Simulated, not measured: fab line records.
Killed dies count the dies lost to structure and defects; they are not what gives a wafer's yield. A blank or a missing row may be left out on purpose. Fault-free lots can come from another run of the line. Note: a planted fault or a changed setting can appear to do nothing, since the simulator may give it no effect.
A struck lot beside a sound one | flow n5-finfet | 37 steps out of a route of 1938
Sound: the wafers L185.1, L185.2, L185.5. Wafers L174.2, L174.5, L174.6 were the ones struck. Last of all comes the cause.
For every step that has rows: the tool of each side, followed by ch and its chambers, followed by its first start. Under that, the readings that differ: sound wafers | struck wafers | difference of the means | sigmas: that difference in standard deviations of wafers without a fault.
alike: same words and numbers on both sides, and readings whose means sit less than 2 such deviations apart. not compared: any withheld reading, any reading some wafer has no value for, any bound like >300 that may hide the same value, and any number with overlapping values for which the record gives no deviation.
The two part at a step that has a row with sigmas, a row that says differs or no value, or rows on one side only. Non-overlapping numbers with no deviation appear without sigmas and do not part them. A reading that every wafer of one side lacks parts them only if that side has two wafers or more.

first, 9 steps without rows for these wafers: N5_WELL_APT_COAT_02 (resist thk 950 nm); N5_WELL_APT_EBR_04; N5_WELL_APT_SOFTBAKE_03 (time 60 s); N5_WELL_APT_EXPOSE_05 (exposes mask NWELL, defocus 0 nm, target cd 200 nm); N5_WELL_APT_PEB_06 (peb time 90 s); N5_WELL_APT_DEVELOP_07 (develop time 45 s); N5_WELL_APT_HARDBAKE_12 (time 120 s); N5_WELL_APT_DESCUM_13 (chemistry O2, time 7.9 s); N5_WELL_APT_IMPLANT_14.
N5_WELL_APT_IMPLANT_15:
  sound on implanter-01 ch 0, day 7 08:18; struck on implanter-02 ch 0, day 4 14:19
  reading            | sound                            | struck                        | difference | sigmas
  dose-ions-cm2      | 1.4995e+13 1.5007e+13 1.5011e+13 | 7.916e+12 7.879e+12 7.897e+12 | -7.107e+12 | -99 or more
  faraday-current-uA | 191 190 186                      | 98 100 99                     | -90        | -26
then, 25 steps without rows for these wafers: N5_WELL_APT_STRIP_16 (strips in SPM, time 900 s); N5_WELL_APT_HMDS_18 (time 60 s); N5_WELL_APT_COAT_19 (resist thk 950 nm); N5_WELL_APT_EBR_21; N5_WELL_APT_SOFTBAKE_20 (time 60 s); N5_WELL_APT_EXPOSE_22 (exposes mask PWELL, defocus 0 nm, target cd 200 nm); N5_WELL_APT_PEB_23 (peb time 90 s); N5_WELL_APT_DEVELOP_24 (develop time 45 s); N5_WELL_APT_HARDBAKE_29 (time 120 s); N5_WELL_APT_DESCUM_30 (chemistry O2, time 7.9 s); N5_WELL_APT_IMPLANT_31; N5_WELL_APT_IMPLANT_32; N5_WELL_APT_STRIP_33 (strips in SPM, time 900 s); N5_WELL_APT_RTA_34 (time 10 s); N5_WELL_APT_OXIDE_STRIP_42 (strips SiO2 in dHF, time 45 s, target depth 12 nm); N5_WELL_APT_PRECLEAN_36 (cleans in O3/DIW, time 45 s); N5_WELL_APT_PRECLEAN_39 (cleans in dHF, time 60 s); N5_WELL_APT_SRD_37 (time 30 s); N5_WELL_APT_EPI_41 (deposits Si from SiH4/H2, target thk 50 nm, time 297.7 s); N5_PMOS_HMC_CHANNEL_EPI_HM_DEP_34 (deposits SiO2 from TEOS/O2, target thk 36 nm, time 6.9 s); N5_PMOS_HMC_CHANNEL_EPI_COAT_31 (time 60 s, resist thk 66 nm); N5_PMOS_HMC_CHANNEL_EPI_COAT_03 (resist thk 205 nm); N5_PMOS_HMC_CHANNEL_EPI_EBR_05; N5_PMOS_HMC_CHANNEL_EPI_SOFTBAKE_04 (time 60 s); N5_PMOS_HMC_CHANNEL_EPI_EXPOSE_06 (exposes mask PMOS HMC BLK, target cd 240 nm).
-- the record jumps here: 6 days lie between the struck wafers' starts before and after (it left off in module PMOS_HMC_CHANNEL_EPI and takes up again in module BEOL_M4, whose first step shown is number 1111 of the route) --
N5_BEOL_M4_RC_MEAS_101:
  sound on prober-02 ch 0, day 13 15:05; struck on prober-01 ch 0, day 11 01:21
  reading | sound          | struck         | difference | sigmas
  CJ_P    | 5.71 5.40 5.86 | 4.20 4.22 4.30 | -1.42      | -10
  alike: DIBL_N, DIBL_P, IOFF_N, IOFF_P, ION_N, ION_P, SS_N, SS_P, VT_N, VT_P
after that, 1 step had no rows for these wafers: N5_PASSIVATION_PROBE_49.

== WHERE THEY PART ==
Earliest at N5_WELL_APT_IMPLANT_15; latest, in this record, at N5_BEOL_M4_RC_MEAS_101.

WHY: what had been put in by the simulator
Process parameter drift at N5_WELL_APT_IMPLANT_15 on implanter-02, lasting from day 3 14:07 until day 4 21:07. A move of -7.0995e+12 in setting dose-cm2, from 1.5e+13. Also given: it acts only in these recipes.
